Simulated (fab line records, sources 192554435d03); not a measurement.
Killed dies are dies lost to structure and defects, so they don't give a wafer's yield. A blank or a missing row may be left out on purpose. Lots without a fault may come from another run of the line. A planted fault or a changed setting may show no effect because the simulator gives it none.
Which tool did it? | flow n5_finfet | 12 lots, 36 wafers sampled, at 6 steps of a route of 1938

WHAT THE GAUGES READ, wafer by wafer
N5_BEOL_M10_CD_MEAS_28: target cd 70 nm.
lot  | measured     | on        | cd_nm (nm)
L076 | day 9 21:37  | cd_sem-01 | 70.0 68.1 67.7
L078 | day 10 09:15 | cd_sem-02 | 68.9 69.8 70.2
L079 | day 11 05:10 | cd_sem-03 | 69.5 70.2 69.6
L081 | day 12 00:04 | cd_sem-03 | 71.4 70.2 69.7
L084 | day 12 16:44 | cd_sem-02 | 69.7 71.2 69.6
L086 | day 13 03:20 | cd_sem-01 | 69.3 68.1 69.4
L087 | day 13 09:28 | cd_sem-02 | 70.4 70.8 70.0
L089 | day 13 18:02 | cd_sem-03 | 70.0 69.3 69.5
L090 | day 14 12:26 | cd_sem-03 | 70.9 68.0 69.6
L093 | day 15 07:22 | cd_sem-03 | 71.1 69.3 70.9
L095 | day 15 18:22 | cd_sem-03 | 69.4 70.0 69.6
L097 | day 16 13:11 | cd_sem-01 | 69.9 69.4 69.9

WHICH TOOL RAN EACH LOT (tool, then ch and the chambers of the sampled wafers, then the start)
lot  | N5_BEOL_M9_DESCUM_33               | N5_BEOL_M9_CMP_52             | N5_BEOL_M9_DEP_56               | N5_BEOL_M10_PECVD_70            | N5_BEOL_M10_STRIP_67
L076 | rie_diel-04 ch 1,3, day 9 15:08    | cmp-02 ch 1,2,3, day 9 17:14  | pecvd-02 ch 1, day 9 17:36      | pecvd-03 ch 0,2, day 9 18:23    | rie_diel-06 ch 1,2, day 9 20:08
L078 | rie_diel-05 ch 0,1,3, day 10 03:10 | cmp-03 ch 2,3, day 10 05:45   | pecvd-02 ch 1, day 10 06:07     | pecvd-01 ch 0,1,2, day 10 07:23 | rie_diel-01 ch 1,3, day 10 08:37
L079 | rie_diel-04 ch 2,3, day 10 19:08   | cmp-01 ch 0,1,2, day 10 23:00 | pecvd-04 ch 0,1, day 10 23:22   | pecvd-01 ch 0,2, day 11 00:07   | rie_diel-01 ch 0,1,3, day 11 03:16
L081 | rie_diel-05 ch 0,2,3, day 11 15:46 | cmp-01 ch 0,2,3, day 11 18:19 | pecvd-01 ch 0,2, day 11 18:38   | pecvd-01 ch 1,2, day 11 19:52   | rie_diel-06 ch 0,2,3, day 11 21:51
L084 | rie_diel-04 ch 0,3, day 12 09:06   | cmp-03 ch 0,1,2, day 12 12:20 | pecvd-01 ch 0,1,2, day 12 12:40 | pecvd-02 ch 1,2, day 12 13:28   | rie_diel-01 ch 0,2,3, day 12 15:59
L086 | rie_diel-05 ch 0,1, day 12 19:35   | cmp-03 ch 0,2, day 12 22:09   | pecvd-04 ch 0,2, day 12 22:31   | pecvd-02 ch 0,2, day 12 23:19   | rie_diel-06 ch 1,2,3, day 13 02:01
L087 | rie_diel-04 ch 0,1,3, day 13 02:26 | cmp-01 ch 1,2,3, day 13 05:05 | pecvd-01 ch 0,1, day 13 05:25   | pecvd-01 ch 1,2, day 13 06:25   | rie_diel-06 ch 0,1,2, day 13 08:37
L089 | rie_diel-02 ch 0,2,3, day 13 09:53 | cmp-02 ch 1,2,3, day 13 13:07 | pecvd-04 ch 0,1, day 13 13:25   | pecvd-02 ch 0,1, day 13 14:11   | rie_diel-03 ch 0,1,3, day 13 16:01
L090 | rie_diel-02 ch 0,1,2, day 14 04:03 | cmp-03 ch 0,1,3, day 14 06:21 | pecvd-02 ch 0,1,2, day 14 06:40 | pecvd-01 ch 0,2, day 14 07:26   | rie_diel-01 ch 2,3, day 14 08:56
L093 | rie_diel-02 ch 0,3, day 14 21:20   | cmp-01 ch 0,1,2, day 15 00:48 | pecvd-04 ch 0,1,2, day 15 01:02 | pecvd-01 ch 0,1,2, day 15 01:49 | rie_diel-06 ch 1,2,3, day 15 05:38
L095 | rie_diel-02 ch 0,1,3, day 15 07:38 | cmp-03 ch 0,2,3, day 15 13:19 | pecvd-04 ch 1,2, day 15 13:40   | pecvd-01 ch 0,1, day 15 14:38   | rie_diel-01 ch 0,1,2, day 15 17:35
L097 | rie_diel-02 ch 1,2, day 16 05:46   | cmp-02 ch 0,3, day 16 09:23   | pecvd-02 ch 0,1, day 16 09:44   | pecvd-02 ch 0,1, day 16 10:30   | rie_diel-06 ch 0,3, day 16 12:31
- N5_BEOL_M9_DESCUM_33: chemistry O2, time 7 s.
- N5_BEOL_M9_CMP_52: polishes, stops on SiCOH lowk, t overpolish 7 s, target thk 140 nm.
- N5_BEOL_M9_DEP_56: deposits SiCN from 3MS/NH3, target thk 15 nm, time 26.5 s.
- N5_BEOL_M10_PECVD_70: deposits SiO2 from TEOS/O2, target thk 20 nm, time 22.7 s.
- N5_BEOL_M10_STRIP_67: strips in CF4.

THE ANSWER, worked out from the rows above alone
Rule: what is usual is taken from the lots themselves. Put in order of their means at a reading, lots are off if they are a third of the lots or fewer, leave a main group of 4 or more, and stand apart from it by a gap of 3 or more times the standard deviation of the main group's means; of several such gaps the widest counts. A main group whose means are all the same, to the digits that the tables above print for the reading, isn't used. A lot without any number at a reading at which 4 lots or more have one is off too. The other lots that the step has rows for count as sound.
No lot is off at any reading shown: from this, nothing can be told.

WHAT THE SIMULATOR HAD PUT IN
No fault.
